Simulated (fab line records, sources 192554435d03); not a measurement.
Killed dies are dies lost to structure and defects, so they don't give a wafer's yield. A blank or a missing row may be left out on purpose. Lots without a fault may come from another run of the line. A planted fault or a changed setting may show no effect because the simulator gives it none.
fab line records | flow n5_finfet
record lots=4 wafers=12 last_day=18
route steps=1938 shown BEOL_M4@1099 BEOL_M5@1112 BEOL_M8@1376 PASSIVATION@1936
lots that met no fault: from a run of the same line without faults
start_h: hours from the record's first day to the start of the lot's first wafer shown | wait_h: hours since the lot's step before | " the same as in the row above | L1.1+2: a row that stands for several wafers | - no value, or no start given | * or withheld: withheld | < > ~ a bound
route shown NAME@n: a module of which the file shows steps, and the number in the route of the first | usual: mean/standard deviation of fault-free wafers | same: alike in all rows | chamber/n: place in a boat | sites: the reading at each site | _std_site: their standard deviation | _edge_site: outer sites' mean less inner sites' | radius_mm: how far each site lies from the wafer's centre | mask NAME#n: copy n | behind: the tool/chamber that last shaped the wafer | hold: why the lot was held/for how many hours/how that ended | device: the transistor (n, p or np) that didn't switch | end of line: the same wafers' tests at the end of the route | a step without rows: its recipe alone | killed: dies lost to structure and defects at the first sort, not the wafer's yield | map: a wafer's dies, x killed, . not, _ none there
set.NAME: the setting as run; set.NAME@STEP: as run at that earlier step | model.NAME: the simulator's own value behind a step, which no gauge read
lots at some steps of the route; a table a step, a row a wafer
services: from which hour (start_h, from the record's first day; less than 0 if before it) a tool's chamber was out of use, for how many hours, and why
## steps
# step N5_BEOL_M4_ANNEAL_95
# recipe temp_c=400 time_s=240 ambient=vacuum
# step N5_BEOL_M4_SPUTTER_96
# recipe material=Cu target_thk_a=45 temp_c=-20 chamber_pressure_pa=0.07 power_w=withheld time_s=8.29
# step N5_BEOL_M4_ECD_50
# recipe material=Cu target_thk_a=3000
# step N5_BEOL_M4_ANNEAL_51
# recipe temp_c=225 time_s=90 ambient=N2
# step N5_BEOL_M4_CMP_52
# recipe stop_on=SiOC t_overpolish_s=6.8 down_force_psi=1 platen_rpm=50 clearing_platen_down_force_psi=1.5 clearing_platen_rpm=50 post_cmp_clean=cu_alkaline target_thk_nm=40 clearing_platen_pad_velocity_m_s=0.99484 pad_velocity_m_s=0.99484
# step N5_BEOL_M4_PRE_CLEAN_60
# recipe gas=NH3/H2 time_s=15 temp_c=* rf_power_w=300
# step N5_BEOL_M4_CO_CAP_55
# recipe material=Co target_thk_a=20 temp_c=200 precursor=CCTBA/H2 pressure_torr=30 time_s=102.1
# step N5_BEOL_M4_PRE_CLEAN_56
# recipe gas=NH3 time_s=15 temp_c=withheld rf_power_w=300
# step N5_BEOL_M4_DEP_57
# recipe material=SiCN target_thk_a=80 temp_c=withheld precursor=3MS/NH3 pressure_torr=3 rf_w=202 time_s=14
# step N5_BEOL_M4_RC_MEAS_101
# usual DIBL_N=37.0/2.3 DIBL_P=37.3/2.8 IOFF_N=0.17/0.046 IOFF_P=0.23/0.054 ION_N=675/14 ION_P=460/9.3 SS_N=71.7/0.73 SS_P=73.6/0.95 VT_N=249/3.9 VT_P=-250/3.9
# columns lot.wafer tool chamber start_h wait_h DIBL_N[mV/V] DIBL_P[mV/V] IOFF_N[nA/um] IOFF_P[nA/um] ION_N[uA/um] ION_P[uA/um] SS_N[mV/dec] SS_P[mV/dec] VT_N[mV] VT_P[mV]
L174.1 prober-01 0 209.26 0.0 34.9 35.9 0.13 0.15 669 448 71.1 73.2 255 -260
L174.4 " 0 " " 34.7 36.1 0.13 0.16 667 455 71.3 73.0 252 -257
L174.5 " 0 " " 39.3 40.4 0.22 0.21 689 456 72.4 74.9 247 -253
L183.2 prober-01 0 285.61 0.2 40.2 41.3 0.24 0.26 686 463 73.7 74.5 244 -249
L183.3 " 0 " " 33.0 33.5 0.11 0.15 662 449 71.2 71.2 254 -256
L183.6 " 0 " " 35.6 37.4 0.15 0.20 683 464 71.9 72.9 251 -250
L184.1 prober-02 0 286.19 0.0 34.0 33.0 0.11 0.15 656 446 70.9 72.6 256 -254
L184.4 " 0 " " 37.0 35.2 0.14 0.18 670 451 71.3 73.5 254 -254
L184.6 " 0 " " 34.7 32.4 0.11 0.15 649 447 71.2 72.7 256 -255
L189.3 prober-02 0 320.02 0.3 34.7 34.0 0.13 0.18 655 449 71.6 73.3 252 -252
L189.5 " 0 " " 42.4 44.0 0.32 0.37 699 473 74.0 75.3 242 -244
L189.6 " 0 " " 37.3 38.3 0.20 0.25 673 458 72.0 74.7 248 -248
# step N5_BEOL_M5_ILD_DEP_00
# recipe material=SiCOH_lowk target_thk_a=1406.4 temp_c=300 precursor=DEMS/porogen pressure_torr=5 rf_w=500 time_s=25.9
# step N5_BEOL_M5_CURE_79
# recipe temp_c=385 time_s=240 ambient=He/Ar material=SiCOH_lowk
# step N5_BEOL_M5_PECVD_70
# recipe material=SiO2 target_thk_a=160 temp_c=400 precursor=TEOS/O2 pressure_torr=5.5 rf_w=450 teos_flow_sccm=53.8 gas=O2 flow_sccm=3000 time_s=18
# step N5_BEOL_M5_HM_DEP_02
# recipe material=TiN target_thk_a=200 temp_c=25 chamber_pressure_pa=0.49996
# step N5_BEOL_M5_COAT_59
# recipe resist=SOC temp_c=250 time_s=60 spin_rpm=1500 resist_thk_nm=60
# step N5_BEOL_M5_COAT_60
# recipe resist=SiARC temp_c=220 time_s=60 spin_rpm=1500 resist_thk_nm=12
# step N5_BEOL_M5_COAT_71
# recipe resist=underlayer temp_c=205 time_s=60 spin_rpm=1500 resist_thk_nm=5
# step N5_BEOL_M5_COAT_05
# recipe resist=CAR-EUV spin_rpm=1500 resist_thk_nm=30
# step N5_BEOL_M5_EBR_07
# recipe solvent=PGMEA ebr_width_mm=1.5
# step N5_BEOL_M5_SOFTBAKE_06
# recipe temp_c=110 time_s=60 resist=CAR-EUV
# step N5_BEOL_M5_EXPOSE_08
# recipe mask_id=M5 na=0.33 source_shape=annular sigma_inner=0.4 sigma_outer=0.8 polarization=unpolarized target_cd_nm=28 dose_mj=35.75
# step N5_BEOL_M5_PEB_09
# recipe peb_temp_c=100 peb_time_s=60 resist=CAR-EUV
# step N5_BEOL_M5_DEVELOP_10
# recipe develop_time_s=30 developer=TMAH resist=CAR-EUV rinse_liquid=surfactant_rinse dry=air_spin dev_temp_c=23
# step N5_BEOL_M5_DESCUM_16
# recipe chemistry=O2 time_s=7 source_power_w=50 bias_power_w=20 pressure_mtorr=20 rf_frequency_hz=2.712e+07 temp_c=40 resist=CAR-EUV o2_flow_sccm=225
# step N5_BEOL_M5_ETCH_72
# recipe chemistry=N2/H2 target=underlayer target_depth_a=65 mask_material=CAR-EUV time_s=5.2 ion_energy_ev=200 pressure_mtorr=30 source_w=840 bias_w=150 n2_flow_sccm=200 h2_flow_sccm=200 ends=cleared
# step N5_BEOL_M5_ETCH_61
# recipe chemistry=CF4 target=SiARC target_depth_a=156 mask_material=CAR-EUV time_s=26 ion_energy_ev=80 pressure_mtorr=40 source_w=545 bias_w=36 Ar_flow_sccm=100 cf4_flow_sccm=100 ends=cleared
# step N5_BEOL_M5_ETCH_62
# recipe chemistry=N2/H2 target=SOC target_depth_a=750 overetch_a=150 mask_material=SiARC temp_c=40 time_s=112.5 ion_energy_ev=200 pressure_mtorr=30 source_w=840 bias_w=150 n2_flow_sccm=200 h2_flow_sccm=200
# step N5_BEOL_M5_STRIP_63
# recipe chemistry=N2/H2 temp_c=40 n2_flow_sccm=200 h2_flow_sccm=200 rf_frequency_hz=6e+07
# step N5_BEOL_M5_STRIP_73
# recipe chemistry=N2/H2 temp_c=40 n2_flow_sccm=200 h2_flow_sccm=200 rf_frequency_hz=6e+07
# step N5_BEOL_M5_STRIP_64
# recipe chemistry=CF4 resist=SiARC power_w=300 bias_power_w=75 pressure_mtorr=50 cf4_flow_sccm=150 rf_frequency_hz=6e+07
# step N5_BEOL_M5_HM_OPEN_17
# recipe chemistry=Cl2/BCl3 target_depth_a=200 overetch_a=60 target=TiN mask_material=SOC ion_energy_ev=150 pressure_mtorr=10 icp_w=1000 bias_w=126 Cl2_flow_sccm=53.25 bcl3_flow_sccm=21.75 Ar_flow_sccm=25
# step N5_BEOL_M5_STRIP_19
# recipe chemistry=O2 power_w=400 temp_c=40 pressure_mtorr=30 rf_frequency_hz=6e+07 bias_power_w=0 overash_fraction=0.2 o2_flow_sccm=225
# step N5_BEOL_M5_COAT_65
# recipe resist=SOC temp_c=250 time_s=60 spin_rpm=1500 resist_thk_nm=60
# step N5_BEOL_M5_COAT_66
# recipe resist=SiARC temp_c=220 time_s=60 spin_rpm=1500 resist_thk_nm=12
# step N5_BEOL_M8_STRIP_36
# recipe chemistry=N2/H2 power_w=450 temp_c=40 pressure_mtorr=20 rf_frequency_hz=6e+07 overash_fraction=0.3 bias_power_w=7 h2_frac=0.5 n2_flow_sccm=200 h2_flow_sccm=200
# usual bias_power_w=7.004/0.021 chamber_pressure_mTorr=20.00/0.031 drypump_motor_current_A=5.5/0.56 h2_flow_sccm=199.9/0.65 oes_product_au=0.76/0.092 overash_fraction=0.3/0 rf_vpp_V=59.2/1.5 showerhead_plenum_p_Torr=2.52/0.091 throttle_valve_pct=23.5/0.42
# columns lot.wafer tool chamber start_h wait_h bias_power_w chamber_pressure_mTorr drypump_motor_current_A h2_flow_sccm oes_product_au overash_fraction rf_hours_counter_h rf_vpp_V showerhead_plenum_p_Torr throttle_valve_pct model.SOC_of_BEOL_M8_COAT_63.thk_nm
L174.1 rie_diel-03 2 243.39 0.0 6.988 20.02 4.7 200.2 0.94 0.3 14 59.2 2.50 23.4 0
L174.4 " 3 " " 7.012 20.08 6.5 201.2 0.73 0.3 153 58.3 2.43 24.1 0
L174.5 " 3 " " 7.017 20.03 6.5 200.6 0.73 0.3 - 58.8 2.43 24.1 0
L183.2 rie_diel-05 0 328.74 0.0 - - - - - - - - - - 54.4
L183.3 " 3 " " - - - - - - - - - - 54
L183.6 " 0 " " - - - - - - - - - - 54.2
L184.1 rie_diel-03 2 329.17 0.0 - - - - - - - - - - 54.4
L184.4 " 1 " " - - - - - - - - - - 54.2
L184.6 " 2 " " - - - - - - - - - - 54.2
L189.3 rie_diel-03 3 355.34 0.0 6.986 19.97 6.5 200.3 0.70 0.3 191 57.9 2.42 24.1 0
L189.5 " 1 " " 6.996 20.00 5.4 198.7 0.77 0.3 - 58.1 2.44 22.9 0
L189.6 " 2 " " 7.016 19.91 4.7 199.9 0.87 0.3 - 56.8 2.48 23.4 0
# step N5_BEOL_M8_ETCH_41
# recipe chemistry=CH3F/O2 target=SiCN target_depth_a=319 taper_deg=2 time_s=57.8 ion_energy_ev=120 mask_material=TiN pressure_mtorr=30 source_w=395 bias_w=75 Ar_flow_sccm=150 CH3F_flow_sccm=30 O2_flow_sccm=20
# usual CH3F_flow_sccm=29.99/0.091 drypump_motor_current_A=5.5/0.56 oes_product_au=0.77/0.091 rf_vpp_V=297.2/1.6 showerhead_plenum_p_Torr=1.99/0.079 throttle_valve_pct=16.26/0.27
# columns lot.wafer tool chamber start_h wait_h CH3F_flow_sccm drypump_motor_current_A oes_product_au rf_hours_counter_h rf_vpp_V showerhead_plenum_p_Torr throttle_valve_pct model.SOC_of_BEOL_M8_COAT_63.thk_nm
L174.1 rie_diel-03 2 - - 29.78 4.7 0.95 14 297.6 1.95 15.91 0
L174.4 " 3 " " 29.77 6.5 0.74 153 295.2 1.91 16.56 0
L174.5 " 3 " " 29.87 6.5 0.74 - 295.4 1.91 16.55 0
L183.2 rie_diel-05 0 328.82 0.0 29.85 5.2 0.67 231 296.7 1.97 16.25 36.8
L183.3 " 3 " " 30.22 4.8 0.69 241 297.7 2.05 16.41 35.6
L183.6 " 0 " " 29.96 5.2 0.67 - 297.8 1.97 16.24 36.8
L184.1 rie_diel-03 2 329.24 0.0 30.03 4.7 0.87 42 295.8 1.94 15.95 36.2
L184.4 " 1 " " 30.06 5.4 0.82 76 296.0 1.95 15.98 35.4
L184.6 " 2 " " 29.75 4.7 0.87 - 296.7 1.94 15.93 36
L189.3 rie_diel-03 3 - - 29.88 6.4 0.70 191 296.2 1.90 16.64 0
L189.5 " 1 " " 29.97 5.4 0.80 - 296.5 1.95 15.98 0
L189.6 " 2 " " 30.02 4.7 0.86 - 296.0 1.94 15.95 0
# step N5_PASSIVATION_PROBE_49
# usual defect_limited_yield=91.5/1.3 killed_at_M0_to_M3=36/10 killed_at_M4_up=13/4.7 killed_at_contacts=13/6.7 killed_at_front_end=37/9.7 killed_at_other=2.6/2.3 killed_dies=101/15 killed_on_rim=14/4.3 killed_open=67/12 killed_short=32/6.7 sort_bin_4_leakage=0.0/0.31 sort_bin_5_function=5.0/0.89 sort_bin_6_memory=3.2/0.63 sort_n_pass=1079/16 sort_yield_pct=91.4/1.4
# same gross_dies=1180 killed_at_back_side=0 sort_bin_8_speed[%]=0
# columns lot.wafer tool chamber start_h wait_h defect_limited_yield[%] killed_at_M0_to_M3 killed_at_M4_up killed_at_contacts killed_at_front_end killed_at_other killed_dies killed_on_rim killed_open killed_short sort_bin_4_leakage[%] sort_bin_5_function[%] sort_bin_6_memory[%] sort_n_pass sort_yield_pct[%]
L174.1 prober-01 - 320.34 0.0 92.5 24 14 14 31 5 88 10 61 27 0 4.1 3.1 1092 92.5
L174.4 prober-01 - 320.49 0.2 92.7 29 8 14 33 2 86 10 50 36 0 4.2 2.8 1094 92.7
L174.5 prober-01 - 320.54 0.2 93.0 25 20 17 21 0 83 11 61 22 0 4.5 2.5 1097 93.0
L184.1 prober-02 - 397.98 0.0 0 26 1091 11 51 1 1180 152 72 25 0 96.0 3.8 0 0
L184.4 prober-02 - 398.13 0.2 0 34 1096 9 39 2 1180 152 66 27 0 97.4 2.1 0 0
L184.6 prober-02 - 398.23 0.3 0 39 1096 12 33 0 1180 152 68 25 0 96.9 3.0 0 0
L183.2 prober-01 - 398.66 0.1 0 35 1103 12 27 3 1180 152 56 30 0 96.4 3.4 0 0
L183.3 prober-01 - 398.71 0.1 0 60 1086 4 27 3 1180 152 74 40 0 95.9 3.6 0 0
L183.6 prober-01 - 398.86 0.3 0 45 1109 5 20 1 1180 152 51 28 0 96.9 2.8 0 0
# killed by level:class
L174.1 MOL_CONTACT_COAG:geometric_particle:open=12 BEOL_M3:geometric_particle:open=11 GATE_CUT:geometric_particle:short=7 FIN_SAQP:geometric_particle:short=6 FIN_SAQP:geometric_particle:open=5 BEOL_M4:geometric_particle:open=5 BEOL_M0_SAQP:geometric_particle:short=4 STI_FIN_REVEAL:geometric_particle:open=3
L174.4 BEOL_M0_SAQP:geometric_particle:short=9 MOL_CONTACT_COAG:geometric_particle:open=9 FIN_SAQP:geometric_particle:open=8 BEOL_M0_SAQP:geometric_particle:open=7 FIN_SAQP:geometric_particle:short=6 MOL_CONTACT_COAG:geometric_particle:short=5 BEOL_M1:geometric_particle:open=5 BEOL_M3:geometric_particle:open=5
L174.5 MOL_CONTACT_COAG:geometric_particle:open=13 BEOL_M4:geometric_particle:open=9 BEOL_M0:geometric_particle:open=7 STARTING-WAFER:geometric_particle:open=6 FIN_SAQP:geometric_particle:short=4 MOL_CONTACT_COAG:geometric_particle:short=4 BEOL_M0_SAQP:geometric_particle:open=4 BEOL_M1:geometric_particle:open=4
L184.1 BEOL_M8:area_ald=1083 FIN_SAQP:geometric_particle:open=24 MOL_CONTACT_COAG:geometric_particle:open=9 FIN_SAQP:geometric_particle:short=7 BEOL_M0:geometric_particle:open=6 BEOL_M1:geometric_particle:open=6 DUMMY_GATE:geometric_particle:open=5 BEOL_M0_SAQP:geometric_particle:short=5
L184.4 BEOL_M8:area_ald=1085 DUMMY_GATE:geometric_particle:open=11 MOL_CONTACT_COAG:geometric_particle:open=7 BEOL_M0_SAQP:geometric_particle:open=7 BEOL_M3:geometric_particle:open=7 FIN_SAQP:geometric_particle:open=6 BEOL_M0_SAQP:geometric_particle:short=6 BEOL_M1:geometric_particle:open=5
L184.6 BEOL_M8:area_ald=1087 BEOL_M3:geometric_particle:open=10 MOL_CONTACT_COAG:geometric_particle:open=9 BEOL_M0:geometric_particle:open=8 STI_FIN_REVEAL:geometric_particle:open=7 BEOL_M1:geometric_particle:open=6 FIN_SAQP:geometric_particle:open=5 BEOL_M0_SAQP:geometric_particle:short=5
L183.2 BEOL_M8:area_ald=1093 BEOL_M0_SAQP:geometric_particle:short=13 MOL_CONTACT_COAG:geometric_particle:open=11 BEOL_M0_SAQP:geometric_particle:open=9 FIN_SAQP:geometric_particle:short=7 FIN_SAQP:geometric_particle:open=6 STI_FIN_REVEAL:geometric_particle:open=5 BEOL_M1:geometric_particle:open=4
L183.3 BEOL_M8:area_ald=1065 BEOL_M0_SAQP:geometric_particle:open=19 BEOL_M0_SAQP:geometric_particle:short=17 BEOL_M2:geometric_particle:open=13 BEOL_M4:geometric_particle:open=9 STARTING-WAFER:geometric_particle:short=7 GATE_CUT:geometric_particle:open=6 GATE_CUT:geometric_particle:short=5
L183.6 BEOL_M8:area_ald=1099 BEOL_M0_SAQP:geometric_particle:short=16 BEOL_M0_SAQP:geometric_particle:open=13 BEOL_M2:geometric_particle:open=8 FIN_SAQP:geometric_particle:open=5 BEOL_M3:geometric_particle:open=5 STI_FIN_REVEAL:geometric_particle:open=3 MOL_CONTACT_COAG:geometric_particle:open=3
# map L183.2 (x killed, . not)
_________________xxxxxxxxxxxx________________
______________xxxxxxxxxxxxxxxxxx_____________
___________xxxxxxxxxxxxxxxxxxxxxxxx__________
__________xxxxxxxxxxxxxxxxxxxxxxxxxx_________
________xxxxxxxxxxxxxxxxxxxxxxxxxxxxxx_______
_______xxxxxxxxxxxxxxxxxxxxxxxxxxxxxxxx______
______xxxxxxxxxxxxxxxxxxxxxxxxxxxxxxxxxx_____
_____xxxxxxxxxxxxxxxxxxxxxxxxxxxxxxxxxxxx____
____xxxxxxxxxxxxxxxxxxxxxxxxxxxxxxxxxxxxxx___
___xxxxxxxxxxxxxxxxxxxxxxxxxxxxxxxxxxxxxxxx__
___xxxxxxxxxxxxxxxxxxxxxxxxxxxxxxxxxxxxxxxx__
__xxxxxxxxxxxxxxxxxxxxxxxxxxxxxxxxxxxxxxxxxx_
__xxxxxxxxxxxxxxxxxxxxxxxxxxxxxxxxxxxxxxxxxx_
_xxxxxxxxxxxxxxxxxxxxxxxxxxxxxxxxxxxxxxxxxxxx
_xxxxxxxxxxxxxxxxxxxxxxxxxxxxxxxxxxxxxxxxxxxx
_xxxxxxxxxxxxxxxxxxxxxxxxxxxxxxxxxxxxxxxxxxxx
_xxxxxxxxxxxxxxxxxxxxxxxxxxxxxxxxxxxxxxxxxxxx
_xxxxxxxxxxxxxxxxxxxxxxxxxxxxxxxxxxxxxxxxxxxx
_xxxxxxxxxxxxxxxxxxxxxxxxxxxxxxxxxxxxxxxxxxxx
_xxxxxxxxxxxxxxxxxxxxxxxxxxxxxxxxxxxxxxxxxxxx
_xxxxxxxxxxxxxxxxxxxxxxxxxxxxxxxxxxxxxxxxxxxx
__xxxxxxxxxxxxxxxxxxxxxxxxxxxxxxxxxxxxxxxxxx_
__xxxxxxxxxxxxxxxxxxxxxxxxxxxxxxxxxxxxxxxxxx_
___xxxxxxxxxxxxxxxxxxxxxxxxxxxxxxxxxxxxxxxx__
___xxxxxxxxxxxxxxxxxxxxxxxxxxxxxxxxxxxxxxxx__
____xxxxxxxxxxxxxxxxxxxxxxxxxxxxxxxxxxxxxx___
_____xxxxxxxxxxxxxxxxxxxxxxxxxxxxxxxxxxxx____
______xxxxxxxxxxxxxxxxxxxxxxxxxxxxxxxxxx_____
_______xxxxxxxxxxxxxxxxxxxxxxxxxxxxxxxx______
________xxxxxxxxxxxxxxxxxxxxxxxxxxxxxx_______
__________xxxxxxxxxxxxxxxxxxxxxxxxxx_________
___________xxxxxxxxxxxxxxxxxxxxxxxx__________
______________xxxxxxxxxxxxxxxxxx_____________
_________________xxxxxxxxxxxx________________
# map L184.1 (x killed, . not)
_________________xxxxxxxxxxxx________________
______________xxxxxxxxxxxxxxxxxx_____________
___________xxxxxxxxxxxxxxxxxxxxxxxx__________
__________xxxxxxxxxxxxxxxxxxxxxxxxxx_________
________xxxxxxxxxxxxxxxxxxxxxxxxxxxxxx_______
_______xxxxxxxxxxxxxxxxxxxxxxxxxxxxxxxx______
______xxxxxxxxxxxxxxxxxxxxxxxxxxxxxxxxxx_____
_____xxxxxxxxxxxxxxxxxxxxxxxxxxxxxxxxxxxx____
____xxxxxxxxxxxxxxxxxxxxxxxxxxxxxxxxxxxxxx___
___xxxxxxxxxxxxxxxxxxxxxxxxxxxxxxxxxxxxxxxx__
___xxxxxxxxxxxxxxxxxxxxxxxxxxxxxxxxxxxxxxxx__
__xxxxxxxxxxxxxxxxxxxxxxxxxxxxxxxxxxxxxxxxxx_
__xxxxxxxxxxxxxxxxxxxxxxxxxxxxxxxxxxxxxxxxxx_
_xxxxxxxxxxxxxxxxxxxxxxxxxxxxxxxxxxxxxxxxxxxx
_xxxxxxxxxxxxxxxxxxxxxxxxxxxxxxxxxxxxxxxxxxxx
_xxxxxxxxxxxxxxxxxxxxxxxxxxxxxxxxxxxxxxxxxxxx
_xxxxxxxxxxxxxxxxxxxxxxxxxxxxxxxxxxxxxxxxxxxx
_xxxxxxxxxxxxxxxxxxxxxxxxxxxxxxxxxxxxxxxxxxxx
_xxxxxxxxxxxxxxxxxxxxxxxxxxxxxxxxxxxxxxxxxxxx
_xxxxxxxxxxxxxxxxxxxxxxxxxxxxxxxxxxxxxxxxxxxx
_xxxxxxxxxxxxxxxxxxxxxxxxxxxxxxxxxxxxxxxxxxxx
__xxxxxxxxxxxxxxxxxxxxxxxxxxxxxxxxxxxxxxxxxx_
__xxxxxxxxxxxxxxxxxxxxxxxxxxxxxxxxxxxxxxxxxx_
___xxxxxxxxxxxxxxxxxxxxxxxxxxxxxxxxxxxxxxxx__
___xxxxxxxxxxxxxxxxxxxxxxxxxxxxxxxxxxxxxxxx__
____xxxxxxxxxxxxxxxxxxxxxxxxxxxxxxxxxxxxxx___
_____xxxxxxxxxxxxxxxxxxxxxxxxxxxxxxxxxxxx____
______xxxxxxxxxxxxxxxxxxxxxxxxxxxxxxxxxx_____
_______xxxxxxxxxxxxxxxxxxxxxxxxxxxxxxxx______
________xxxxxxxxxxxxxxxxxxxxxxxxxxxxxx_______
__________xxxxxxxxxxxxxxxxxxxxxxxxxx_________
___________xxxxxxxxxxxxxxxxxxxxxxxx__________
______________xxxxxxxxxxxxxxxxxx_____________
_________________xxxxxxxxxxxx________________
## services
# columns tool chamber start_h hours kind
rie_diel-05 3 226.98 4.9 repair
rie_diel-05 2 241.81 11.7 repair
rie_diel-05 1 284.48 2.8 repair
rie_diel-05 1 334.52 2.8 repair
rie_diel-05 2 353.01 - clean
rie_diel-05 2 353.01 - consumable_replace:focus_ring
rie_diel-05 2 353.01 - consumable_replace:showerhead
rie_diel-05 2 353.01 18.7 scheduled_down
rie_diel-05 2 353.01 18.7 vent_cycle
## key
first_sign step=N5_BEOL_M8_STRIP_36 reading=tool_record direction=missing
effect step=N5_PASSIVATION_PROBE_49 reading=killed_at_M4_up direction=up sigmas=99+ usual=13 struck=1097
model_effect step=N5_BEOL_M8_STRIP_36 value=SOC_of_BEOL_M8_COAT_63.thk_nm without=0 struck=54.23
model_effect step=N5_BEOL_M8_ETCH_41 value=SOC_of_BEOL_M8_COAT_63.thk_nm without=0 struck=36.13
more_kills_born_at N5_BEOL_M8_ALD_77@ald_metal-03=3257 N5_BEOL_M8_ALD_77@ald_metal-01=3255
met_at N5_BEOL_M8_STRIP_36
struck_wafers L183.2,L183.3,L183.6,L184.1,L184.4,L184.6
later_rows_left_out L183.2,L183.3,L183.6,L184.1,L184.4,L184.6
onset_between 243.39 328.74
fault kind=skipped_step_whole tool=rie_diel-03,rie_diel-05 chamber=- onset_h=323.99 steps=N5_BEOL_M8_STRIP_36 scope=struck_lots_only
# later_rows_left_out: the simulator's readings of these wafers behind a module that went badly wrong aren't trusted and aren't shown, but for the sort
